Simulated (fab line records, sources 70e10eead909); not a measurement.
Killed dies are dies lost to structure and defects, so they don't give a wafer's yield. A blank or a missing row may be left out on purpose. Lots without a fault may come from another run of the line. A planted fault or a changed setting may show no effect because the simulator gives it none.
Which tool did it? | flow nand_harc | 11 lots, 33 wafers sampled, at 6 steps of a route of 1302

WHAT THE GAUGES READ, wafer by wafer
NHARC_A_ONON_D1_THK_MEAS_08: measures by ellipsometry. Usual: thk_nm 998 nm, standard deviation 12.
lot  | measured     | on            | thk_nm (nm)    | flag
L775 | day 8 21:02  | film_metro-02 | 1001 998 999   |
L781 | day 11 04:35 | film_metro-01 | 1001 1002 707  | OFF
L784 | day 12 08:14 | film_metro-02 | 713 1008 711   | OFF
L787 | day 14 01:04 | film_metro-01 | 1002 1001 1002 |
L790 | day 15 00:05 | film_metro-01 | 988 989 988    |
L791 | day 15 10:02 | film_metro-01 | 1017 1013 1017 |
L793 | day 16 04:29 | film_metro-01 | 1007 1006 1004 |
L792 | day 16 04:28 | film_metro-01 | 1023 1023 1022 |
L794 | day 16 22:23 | film_metro-01 | 1006 1008 1007 |
L795 | day 17 06:26 | film_metro-01 | 1012 1012 1010 |
L796 | day 17 17:39 | film_metro-01 | 995 994 996    |

NHARC_END_SORT_01. Usual: killed_at_array 54, standard deviation 17; killed_at_other 1.0, standard deviation 1.4; killed_at_periphery 3.6, standard deviation 2.1; killed_dies 58, standard deviation 17; killed_open 3.2, standard deviation 2; killed_short 2.5, standard deviation 1.5.
lot  | measured     | on        | killed_at_array | killed_at_other | killed_at_periphery | killed_dies | killed_open | killed_short | flag
L781 | day 27 16:39 | prober-01 | 52 54 674       | 0 0 0           | 3 3 3               | 55 57 677   | 3 4 3       | 4 4 2        | OFF
L784 | day 28 10:52 | prober-02 | 671 42 673      | 2 0 0           | 4 5 4               | 677 47 677  | 3 1 0       | 1 4 3        | OFF

WHICH TOOL RAN EACH LOT (tool, then ch and the chambers of the sampled wafers, then the start)
lot  | NHARC_P_BONDPAD_ETCH_24                       | NHARC_P_BONDPAD_ACTIVATE_29        | NHARC_A_ZERO_WELL_ETCH_19          | NHARC_A_ONON_D1_DEP_06
L775 | rie_diel-10 ch 1,3, day 7 21:19 or earlier    | rie_diel-10 ch 0,1,2, day 7 21:19  | rie_diel-04 ch 0,1,2, day 7 22:40  | pecvd_onon-04 ch 0, day 8 20:35
L781 | rie_diel-05 ch 1,2,3, day 9 23:52 or earlier  | rie_diel-12 ch 0,3, day 9 23:52    | rie_diel-09 ch 0,1, day 10 01:20   | pecvd_onon-04 ch 0, day 11 04:15
L784 | rie_diel-12 ch 0,2,3, day 11 06:33 or earlier | rie_diel-12 ch 2,3, day 11 06:33   | rie_diel-09 ch 2,3, day 11 07:55   | pecvd_onon-04 ch 0, day 12 07:43
L787 | rie_diel-10 ch 1,2,3, day 12 23:27 or earlier | rie_diel-10 ch 0,1,3, day 12 23:27 | rie_diel-04 ch 0,1,2, day 13 00:57 | pecvd_onon-01 ch 0, day 14 00:33
L790 | rie_diel-12 ch 0,2, day 13 21:27              | rie_diel-05 ch 1,2,3, day 13 23:33 | rie_diel-04 ch 0,1,2, day 14 01:03 | pecvd_onon-04 ch 0, day 14 23:35
L791 | rie_diel-05 ch 1,2,3, day 14 09:10 or earlier | rie_diel-10 ch 0,3, day 14 09:10   | rie_diel-02 ch 0,1,2, day 14 10:32 | pecvd_onon-02 ch 0, day 15 09:32
L793 | rie_diel-12 ch 0,3, day 15 01:49 or earlier   | rie_diel-12 ch 1,2,3, day 15 01:49 | rie_diel-09 ch 1,2,3, day 15 03:10 | pecvd_onon-02 ch 0, day 16 04:05
L792 | rie_diel-12 ch 1,2, day 15 02:41 or earlier   | rie_diel-10 ch 0,1,2, day 15 02:41 | rie_diel-09 ch 2,3, day 15 04:02   | pecvd_onon-04 ch 0, day 16 04:01
L794 | rie_diel-10 ch 1,2, day 15 21:59 or earlier   | rie_diel-05 ch 0,1,2, day 15 21:59 | rie_diel-02 ch 1,3, day 15 23:29   | pecvd_onon-02 ch 0, day 16 21:56
L795 | rie_diel-05 ch 0,1,2, day 16 04:33 or earlier | rie_diel-10 ch 2,3, day 16 04:33   | rie_diel-09 ch 0,2,3, day 16 05:55 | pecvd_onon-04 ch 0, day 17 05:55
L796 | rie_diel-12 ch 0,1, day 16 16:52 or earlier   | rie_diel-12 ch 2,3, day 16 16:52   | rie_diel-04 ch 1,2,3, day 16 18:22 | pecvd_onon-02 ch 0, day 17 17:08
- NHARC_P_BONDPAD_ETCH_24: etches the open film in CF4/N2, target depth 30 nm, time 72.99 s.
- NHARC_P_BONDPAD_ACTIVATE_29: chemistry N2, time 60 s.
- NHARC_A_ZERO_WELL_ETCH_19: etches the open film in N2/H2, target depth 80 nm, overetch 24 nm, time 87.88 s.
- NHARC_A_ONON_D1_DEP_06: target thk 1000 nm.

WHAT THE TOOLS THEMSELVES READ (means of the sampled wafers that have a number; where no wafer has one, the mark that the record gives instead)
NHARC_P_BONDPAD_ETCH_24. Usual: drypump_motor_current_A 5.7 A, standard deviation 0.51; oes_product_au 0.998 a.u., standard deviation 0.011; rf_vpp_V 314.1 V, standard deviation 2; showerhead_plenum_p_Torr 2.62 Torr, standard deviation 0.1; throttle_valve_pct 19.794 %, standard deviation 0.0085.
lot  | tool        | drypump_motor_current_A (A) | oes_product_au (a.u.) | rf_vpp_V (V) | showerhead_plenum_p_Torr (Torr) | throttle_valve_pct (%) | flag
L775 | rie_diel-10 | 5.7                         | 1.002                 | 313.6        | 2.60                            | 19.797                 |
L781 | rie_diel-05 | 5.5                         | 0.997                 | 314.0        | 2.63                            | 19.796                 |
L784 | rie_diel-12 | 5.8                         | 1.001                 | 313.6        | 2.60                            | 19.790                 |
L787 | rie_diel-10 | 5.6                         | 0.996                 | 313.7        | 2.62                            | 19.785                 |
L790 | rie_diel-12 | 5.4                         | 0.994                 | 313.7        | 2.58                            | 19.794                 |
L791 | rie_diel-05 | 5.5                         | 0.990                 | 315.2        | 2.62                            | 19.798                 |
L793 | rie_diel-12 | 5.7                         | 0.999                 | 313.9        | 2.64                            | 19.799                 |
L792 | rie_diel-12 | 5.7                         | 0.981                 | 313.9        | 2.59                            | 19.802                 |
L794 | rie_diel-10 | 5.2                         | 0.999                 | 315.6        | 2.70                            | 19.789                 |
L795 | rie_diel-05 | 5.8                         | 0.993                 | 313.7        | 2.55                            | 19.791                 |
L796 | rie_diel-12 | 5.7                         | 1.010                 | 315.0        | 2.69                            | 19.788                 |

NHARC_P_BONDPAD_ACTIVATE_29. Usual: drypump_motor_current_A 5.7 A, standard deviation 0.53; oes_product_au 0.998 a.u., standard deviation 0.01; rf_vpp_V 64.1 V, standard deviation 0.87; showerhead_plenum_p_Torr 1.78 Torr, standard deviation 0.076.
lot  | tool        | drypump_motor_current_A (A) | oes_product_au (a.u.) | rf_vpp_V (V) | showerhead_plenum_p_Torr (Torr) | flag
L775 | rie_diel-10 | 5.6                         | 1.004                 | 64.5         | 1.84                            |
L781 | rie_diel-12 | 5.7                         | 0.999                 | 64.0         | 1.78                            |
L784 | rie_diel-12 | 6.3                         | 1.005                 | 63.9         | 1.72                            |
L787 | rie_diel-10 | 5.8                         | 1.000                 | 64.7         | 1.82                            |
L790 | rie_diel-05 | 5.5                         | 0.996                 | 64.3         | 1.76                            |
L791 | rie_diel-10 | 6.1                         | 1.006                 | 64.4         | 1.83                            |
L793 | rie_diel-12 | 6.1                         | 0.992                 | 63.6         | 1.75                            |
L792 | rie_diel-10 | 5.6                         | 1.020                 | 64.6         | 1.83                            |
L794 | rie_diel-05 | 5.7                         | 0.995                 | 63.9         | 1.71                            |
L795 | rie_diel-10 | 5.8                         | 1.000                 | 64.2         | 1.72                            |
L796 | rie_diel-12 | 5.9                         | 0.997                 | 63.6         | 1.71                            |

NHARC_A_ZERO_WELL_ETCH_19. Usual: drypump_motor_current_A 5.6 A, standard deviation 0.39; oes_product_au 0.999 a.u., standard deviation 0.0079; rf_vpp_V 432.3 V, standard deviation 2.9; showerhead_plenum_p_Torr 2.11 Torr, standard deviation 0.1; throttle_valve_pct 14.171 %, standard deviation 0.0094.
lot  | tool        | drypump_motor_current_A (A) | oes_product_au (a.u.) | rf_vpp_V (V) | showerhead_plenum_p_Torr (Torr) | throttle_valve_pct (%) | flag
L775 | rie_diel-04 | 5.8                         | 0.999                 | 433.2        | 2.14                            | 14.168                 |
L781 | rie_diel-09 | 5.3                         | 0.997                 | 429.7        | 1.97                            | 14.169                 |
L784 | rie_diel-09 | 5.7                         | 0.997                 | 432.2        | 2.09                            | 14.178                 |
L787 | rie_diel-04 | 5.8                         | 1.004                 | 432.5        | 2.14                            | 14.170                 |
L790 | rie_diel-04 | 5.8                         | 1.003                 | 432.8        | 2.14                            | 14.178                 |
L791 | rie_diel-02 | 5.9                         | 1.002                 | 431.2        | 2.06                            | 14.170                 |
L793 | rie_diel-09 | 5.5                         | 0.995                 | 431.0        | 2.05                            | 14.173                 |
L792 | rie_diel-09 | 5.7                         | 0.999                 | 431.9        | 2.08                            | 14.181                 |
L794 | rie_diel-02 | 5.6                         | 0.997                 | 431.2        | 2.03                            | 14.163                 |
L795 | rie_diel-09 | 5.5                         | 0.996                 | 428.5        | 1.99                            | 14.166                 |
L796 | rie_diel-04 | 5.5                         | 0.992                 | 433.2        | 2.14                            | 14.178                 |

NHARC_A_ONON_D1_DEP_06. Usual: sih4_flow_sccm 209.9 sccm, standard deviation 0.63.
lot  | tool          | sih4_flow_sccm (sccm) | flag
L775 | pecvd_onon-04 | 209.7                 |
L781 | pecvd_onon-04 | 210.1                 |
L784 | pecvd_onon-04 | 209.6                 |
L787 | pecvd_onon-01 | 209.6                 |
L790 | pecvd_onon-04 | 209.7                 |
L791 | pecvd_onon-02 | 209.6                 |
L793 | pecvd_onon-02 | 211.0                 |
L792 | pecvd_onon-04 | 209.6                 |
L794 | pecvd_onon-02 | 210.3                 |
L795 | pecvd_onon-04 | 210.5                 |
L796 | pecvd_onon-02 | 210.2                 |

THE ANSWER, worked out from the rows above alone
Rule: a lot is off if the mean of its wafers that have a number lies more than 3 standard deviations from the usual mean. A lot without any number at a reading at which 4 lots or more have one is off too. The other lots that the step has rows for count as sound. The gauges are gone through in route order, then the tools' own readings, and for those a lot's mean is taken as printed above. The first step at which some lot is off is used, and at that step the reading that is off furthest; a lot without a number counts as furthest.
Off: L781, L784, at NHARC_A_ONON_D1_THK_MEAS_08 (thk_nm).
A tool fits if, at a process step before that reading, it ran every lot that is off, and no sound lot after the first of them. The gauges at NHARC_A_ONON_D1_THK_MEAS_08 aren't tried: what is off there is off at NHARC_END_SORT_01 too, on other tools, and a gauge's error can't cause that. NHARC_P_BONDPAD_ETCH_24 gives no start for some lots, so the hours and the order of its lots are those of NHARC_P_BONDPAD_ACTIVATE_29. None of those tried fits.

WHAT THE SIMULATOR HAD PUT IN
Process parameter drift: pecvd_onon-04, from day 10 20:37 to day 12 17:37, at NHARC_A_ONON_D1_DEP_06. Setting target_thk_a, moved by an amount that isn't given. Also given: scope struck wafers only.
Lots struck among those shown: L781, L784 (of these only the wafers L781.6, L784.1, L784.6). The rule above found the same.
